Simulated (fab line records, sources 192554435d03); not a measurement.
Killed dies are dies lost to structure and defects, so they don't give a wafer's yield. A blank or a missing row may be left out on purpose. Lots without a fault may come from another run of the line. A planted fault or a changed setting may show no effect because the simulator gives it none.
A struck lot beside a sound one | flow n5_finfet | 16 steps out of a route of 1938
Sound: wafers L337.3, L337.4, L337.5. Struck: wafer L344.3. (L344.1 of the same lot was not struck and is left out.) The cause comes at the end.
At each step with rows: each side's tool, then ch and its chambers, then its first start. Under that, the readings that differ: sound wafers | struck wafers | difference of the means | sigmas: that difference in standard deviations of wafers without a fault.
alike: readings whose means differ by less than 2 such deviations, and words and numbers that are the same on both sides. not compared: withheld readings, readings that some wafer has no value for, bounds like >300 that may hide the same value, and numbers for which the record gives no deviation and whose values overlap.
The two part at a step that has a row with sigmas, a row that says differs or no value, or rows on one side only. Numbers that don't overlap but have no deviation are shown without sigmas and don't part them. A reading that every wafer of one side lacks parts them only if that side has two wafers or more.

first, 7 steps without rows for these wafers: N5_BEOL_M0_SAQP_COAT_87 (time 60 s, resist thk 5 nm); N5_BEOL_M0_SAQP_COAT_34 (resist thk 30 nm); N5_BEOL_M0_SAQP_EBR_36; N5_BEOL_M0_SAQP_SOFTBAKE_35 (time 60 s); N5_BEOL_M0_SAQP_EXPOSE_37 (exposes mask M0 CUT1, target cd 30 nm); N5_BEOL_M0_SAQP_PEB_38 (peb time 60 s); N5_BEOL_M0_SAQP_DEVELOP_39 (develop time 30 s).
N5_BEOL_M0_SAQP_CD_MEAS_40: target cd 30 nm.
  sound on cd_sem-03 ch 0, day 7 05:04; struck on cd_sem-01 ch 0, day 9 04:05
  alike: cd_nm
N5_BEOL_M0_SAQP_OVL_MEAS_41:
  sound on overlay-02 ch 0, day 7 05:06; struck on overlay-01 ch 0, day 9 04:07
  reading          | sound       | struck | difference | sigmas
  M0_CUT1_OVL (nm) | 0.8 0.5 0.1 | -1.2   | -1.7       | -2
N5_BEOL_M0_SAQP_INSPECT_42: inspects for defects (brightfield).
  sound on defect_inspect-02, day 7 05:08; struck on defect_inspect-01, day 9 04:10
  alike: raw_defect_count
N5_BEOL_M0_SAQP_DESCUM_45: chemistry O2, time 7 s.
  sound on rie_diel-04 ch 0,1,2, day 7 05:24; struck on rie_diel-04 ch 1, day 9 04:28
  reading      | sound             | struck | difference | sigmas
  rf_vpp_V (V) | 245.1 241.9 240.9 | 244.6  | +2.0       | +2
  alike: drypump_motor_current_A, oes_product_au, rf_fwd_power_W, showerhead_plenum_p_Torr, throttle_valve_pct
  not compared: rf_hours_counter_h
N5_BEOL_M0_SAQP_ETCH_88: etches underlayer in N2/H2, target depth 6.5 nm, time 5.2 s.
  sound on rie_diel-04 ch 0,1,2, day 7 05:26; struck on rie_diel-04 ch 1, day 9 04:30
  alike: drypump_motor_current_A, etch_rf_on_time_s, oes_product_au, rf_fwd_power_W, rf_vpp_V, showerhead_plenum_p_Torr, throttle_valve_pct
  not compared: rf_hours_counter_h
N5_BEOL_M0_SAQP_ETCH_73: etches SiARC in CF4, target depth 19.5 nm, time 32.5 s.
  sound on rie_diel-04 ch 0,1,2, day 7 05:27; struck on rie_diel-04 ch 1, day 9 04:31
  reading               | sound             | struck | difference | sigmas
  etch_rf_on_time_s (s) | 32.2 31.9 32.3    | 20.8   | -11.3      | -16
  oes_product_au (a.u.) | 0.66 0.70 0.74    | 0.84   | +0.14      | +2
  rf_vpp_V (V)          | 185.5 184.1 182.6 | 186.2  | +2.1       | +2
  alike: drypump_motor_current_A, rf_fwd_power_W, showerhead_plenum_p_Torr, throttle_valve_pct
  not compared: rf_hours_counter_h
N5_BEOL_M0_SAQP_CUT_ETCH_46: etches SOC in N2/H2, target depth 135 nm, overetch 27 nm, time 202.5 s.
  sound on rie_diel-04 ch 0,1,2, day 7 05:29; struck on rie_diel-04 ch 1, day 9 04:33
  alike: drypump_motor_current_A, rf_fwd_power_W, rf_vpp_V, showerhead_plenum_p_Torr, throttle_valve_pct
  not compared: rf_hours_counter_h
-- the record jumps here: 2 days lie between the struck wafers' starts before and after (it left off in module BEOL_M0_SAQP and takes up again in module BEOL_M4, whose first step shown is number 1111 of the route) --
N5_BEOL_M4_RC_MEAS_101:
  sound on prober-01 ch 0, day 9 13:31; struck on prober-02 ch 0, day 11 11:39
  alike: DIBL_N, DIBL_P, IOFF_N, IOFF_P, ION_N, ION_P, SS_N, SS_P, VT_N, VT_P
then, 1 step without rows for these wafers: N5_PASSIVATION_PROBE_49.

WHERE THEY PART
First at N5_BEOL_M0_SAQP_OVL_MEAS_41; last, within this record, at N5_BEOL_M0_SAQP_ETCH_73. Later steps at which nothing parts them and some readings are alike: N5_BEOL_M0_SAQP_CUT_ETCH_46, N5_BEOL_M4_RC_MEAS_101.

WHY: what the simulator had put in
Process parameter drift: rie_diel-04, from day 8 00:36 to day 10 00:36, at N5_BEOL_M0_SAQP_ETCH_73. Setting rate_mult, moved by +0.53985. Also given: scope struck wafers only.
